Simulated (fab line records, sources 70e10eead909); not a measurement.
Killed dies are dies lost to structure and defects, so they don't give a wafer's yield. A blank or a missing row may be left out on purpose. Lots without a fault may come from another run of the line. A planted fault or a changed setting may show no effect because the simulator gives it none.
Which tool did it? | flow nand_harc | 11 lots, 33 wafers sampled, at 6 steps of a route of 1302

WHAT THE GAUGES READ, wafer by wafer
NHARC_P_ZERO_WELL_CD_MEAS_11: target cd 500 nm.
lot  | measured     | on        | cd_nm (nm)
L421 | day 3 13:07  | cd_sem-03 | 500.7 503.5 501.5
L422 | day 3 23:18  | cd_sem-01 | 501.3 498.8 500.3
L423 | day 4 09:13  | cd_sem-03 | 512.4 510.9 510.7
L424 | day 4 19:26  | cd_sem-01 | 498.8 497.2 500.9
L425 | day 5 05:19  | cd_sem-01 | 509.3 511.0 507.7
L433 | day 8 13:15  | cd_sem-03 | 503.0 501.9 501.0
L434 | day 8 23:14  | cd_sem-02 | 500.6 500.6 502.0
L437 | day 10 05:16 | cd_sem-02 | 498.3 497.4 500.7
L438 | day 10 15:14 | cd_sem-01 | 501.7 503.8 500.6
L439 | day 11 01:07 | cd_sem-02 | 504.6 503.4 502.7
L440 | day 11 11:14 | cd_sem-03 | 501.0 497.9 500.1

NHARC_END_SORT_01.
lot  | measured     | on        | killed_at_array | killed_at_other | killed_at_periphery | killed_dies | killed_open | killed_short
L433 | day 31 10:37 | prober-01 | 50 72           | 2 1             | 8 6                 | 60 79       | 5 6         | 6 3

WHICH TOOL RAN EACH LOT (tool, then ch and the chambers of the sampled wafers, then the start)
lot  | NHARC_P_ZERO_WELL_SOFTBAKE_06     | NHARC_P_ZERO_WELL_ETCH_63        | NHARC_P_ZERO_WELL_RTA_42         | NHARC_P_GATE_DESCUM_13
L421 | litho_track-02 ch 0, day 3 12:00  | rie_si-06 ch 0,2,3, day 3 13:33  | rtp_anneal-01 ch 0, day 3 18:56  | rie_diel-01 ch 0,2,3, day 5 22:02
L422 | litho_track-02 ch 0, day 3 22:00  | rie_si-03 ch 1,2, day 3 23:46    | rtp_anneal-02 ch 0, day 4 05:11  | rie_diel-05 ch 0,3, day 6 15:25
L423 | litho_track-02 ch 0, day 4 08:00  | rie_si-06 ch 2,3, day 4 09:40    | rtp_anneal-01 ch 0, day 4 15:09  | rie_diel-02 ch 1,2, day 6 19:39
L424 | litho_track-03 ch 0, day 4 19:00  | rie_si-06 ch 1,2,3, day 4 19:52  | rtp_anneal-01 ch 0, day 5 01:41  | rie_diel-01 ch 1,3, day 7 08:03
L425 | litho_track-02 ch 0, day 5 04:00  | rie_si-06 ch 0,1, day 5 05:46    | rtp_anneal-01 ch 0, day 5 11:10  | rie_diel-05 ch 0,1,3, day 7 18:25
L433 | litho_track-05 ch 0, day 8 12:00  | rie_si-06 ch 1,3, day 8 13:40    | rtp_anneal-01 ch 0, day 8 19:08  | rie_diel-05 ch 1,2,3, day 11 04:48
L434 | litho_track-03 ch 0, day 8 22:00  | rie_si-05 ch 0,3, day 8 23:40    | rtp_anneal-02 ch 0, day 9 08:21  | rie_diel-02 ch 0,1,3, day 11 19:39
L437 | litho_track-02 ch 0, day 10 04:00 | rie_si-05 ch 0,2,3, day 10 05:43 | rtp_anneal-01 ch 0, day 10 11:23 | rie_diel-05 ch 0,1,2, day 12 21:10
L438 | litho_track-03 ch 0, day 10 14:00 | rie_si-03 ch 0,1, day 10 15:42   | rtp_anneal-02 ch 0, day 10 20:55 | rie_diel-01 ch 0,3, day 13 02:00
L439 | litho_track-02 ch 0, day 11 00:00 | rie_si-06 ch 0,3, day 11 01:33   | rtp_anneal-01 ch 0, day 11 06:55 | rie_diel-01 ch 1,2,3, day 13 12:58
L440 | litho_track-05 ch 0, day 11 10:00 | rie_si-05 ch 0,1, day 11 11:40   | rtp_anneal-02 ch 0, day 11 16:57 | rie_diel-05 ch 0,1,2, day 14 03:35
- NHARC_P_ZERO_WELL_SOFTBAKE_06: time 70 s.
- NHARC_P_ZERO_WELL_ETCH_63: etches the open film in HBr/Cl2, target depth 120 nm, time 40.1 s.
- NHARC_P_ZERO_WELL_RTA_42: time 300 s.
- NHARC_P_GATE_DESCUM_13: chemistry O2, time 3 s.

WHAT THE TOOLS THEMSELVES READ (means of the sampled wafers that have a number; where no wafer has one, the mark that the record gives instead)
NHARC_P_ZERO_WELL_SOFTBAKE_06.
lot  | tool           | heater_power_total_W (W)
L421 | litho_track-02 | 200.8
L422 | litho_track-02 | 200.2
L423 | litho_track-02 | 211.4
L424 | litho_track-03 | 199.7
L425 | litho_track-02 | 210.4
L433 | litho_track-05 | 201.4
L434 | litho_track-03 | 202.3
L437 | litho_track-02 | 201.1
L438 | litho_track-03 | 201.9
L439 | litho_track-02 | 201.2
L440 | litho_track-05 | 200.9

NHARC_P_ZERO_WELL_ETCH_63.
lot  | tool      | drypump_motor_current_A (A) | oes_product_au (a.u.) | throttle_valve_pct (%)
L421 | rie_si-06 | 6.0                         | 0.995                 | 26.404
L422 | rie_si-03 | 5.5                         | 0.983                 | 26.409
L423 | rie_si-06 | 6.0                         | 1.010                 | 26.409
L424 | rie_si-06 | 6.2                         | 0.995                 | 26.406
L425 | rie_si-06 | 6.3                         | 1.005                 | 26.397
L433 | rie_si-06 | 6.1                         | 1.009                 | 26.398
L434 | rie_si-05 | 5.9                         | 1.001                 | 26.406
L437 | rie_si-05 | 5.8                         | 0.996                 | 26.399
L438 | rie_si-03 | 5.6                         | 0.993                 | 26.401
L439 | rie_si-06 | 6.1                         | 1.017                 | 26.399
L440 | rie_si-05 | 6.0                         | 1.009                 | 26.404

NHARC_P_ZERO_WELL_RTA_42.
lot  | tool          | lamp_power_pct (%) | lamp_zone_2_pct (%) | lamp_zone_5_pct (%) | wafer_temp_C_max
L421 | rtp_anneal-01 | 35.0               | 35.0                | 34.9                | 1106.9
L422 | rtp_anneal-02 | 29.9               | 29.9                | 29.9                | 1103.2
L423 | rtp_anneal-01 | 35.0               | 35.0                | 35.0                | 1107.0
L424 | rtp_anneal-01 | 35.0               | 35.0                | 35.0                | 1105.6
L425 | rtp_anneal-01 | 34.9               | 34.9                | 34.9                | 1106.4
L433 | rtp_anneal-01 | 35.0               | 34.9                | 35.0                | 1106.5
L434 | rtp_anneal-02 | 29.9               | 29.9                | 29.9                | 1102.9
L437 | rtp_anneal-01 | 35.0               | 35.0                | 35.0                | 1106.3
L438 | rtp_anneal-02 | 29.9               | 29.8                | 29.8                | 1103.3
L439 | rtp_anneal-01 | 34.9               | 34.9                | 35.0                | 1109.1
L440 | rtp_anneal-02 | 29.8               | 29.8                | 29.8                | 1102.9

NHARC_P_GATE_DESCUM_13.
lot  | tool        | drypump_motor_current_A (A) | oes_product_au (a.u.) | rf_vpp_V (V) | showerhead_plenum_p_Torr (Torr) | throttle_valve_pct (%)
L421 | rie_diel-01 | 5.9                         | 1.000                 | 58.3         | 1.94                            | 11.308
L422 | rie_diel-05 | 5.7                         | 1.016                 | 57.5         | 1.93                            | 11.314
L423 | rie_diel-02 | 5.7                         | 1.001                 | 58.5         | 1.90                            | 11.307
L424 | rie_diel-01 | 6.1                         | 1.005                 | 57.7         | 2.02                            | 11.310
L425 | rie_diel-05 | 5.7                         | 1.002                 | 57.3         | 1.90                            | 11.311
L433 | rie_diel-05 | 5.6                         | 1.002                 | 58.1         | 1.92                            | 11.316
L434 | rie_diel-02 | 5.0                         | 1.004                 | 57.6         | 1.94                            | 11.302
L437 | rie_diel-05 | 5.3                         | 1.000                 | 57.6         | 1.94                            | 11.310
L438 | rie_diel-01 | 6.1                         | 0.995                 | 58.4         | 2.02                            | 11.312
L439 | rie_diel-01 | 5.8                         | 1.001                 | 58.0         | 1.94                            | 11.302
L440 | rie_diel-05 | 5.3                         | 0.995                 | 58.1         | 1.94                            | 11.317

THE ANSWER, worked out from the rows above alone
Rule: what is usual is taken from the lots themselves. Put in order of their means at a reading, lots are off if they are a third of the lots or fewer, leave a main group of 4 or more, and stand apart from it by a gap of 3 or more times the standard deviation of the main group's means; of several such gaps the widest counts. A main group whose means are all the same, to the digits that the tables above print for the reading, isn't used. A lot without any number at a reading at which 4 lots or more have one is off too. The other lots that the step has rows for count as sound. The gauges are gone through in route order, then the tools' own readings, and for those a lot's mean is taken as printed above. The first step at which some lot is off is used, and at that step the reading that is off furthest; a lot without a number counts as furthest.
Off: L423, L425, at NHARC_P_ZERO_WELL_CD_MEAS_11 (cd_nm). The main group: mean 500.9 nm, standard deviation 1.5.
A tool fits if, at a process step before that reading, it ran every lot that is off, and no sound lot after the first of them. The gauges at NHARC_P_ZERO_WELL_CD_MEAS_11 aren't tried: what is off there is off at NHARC_P_ZERO_WELL_SOFTBAKE_06 too, on other tools, and a gauge's error can't cause that. None of those tried fits.

WHAT THE SIMULATOR HAD PUT IN
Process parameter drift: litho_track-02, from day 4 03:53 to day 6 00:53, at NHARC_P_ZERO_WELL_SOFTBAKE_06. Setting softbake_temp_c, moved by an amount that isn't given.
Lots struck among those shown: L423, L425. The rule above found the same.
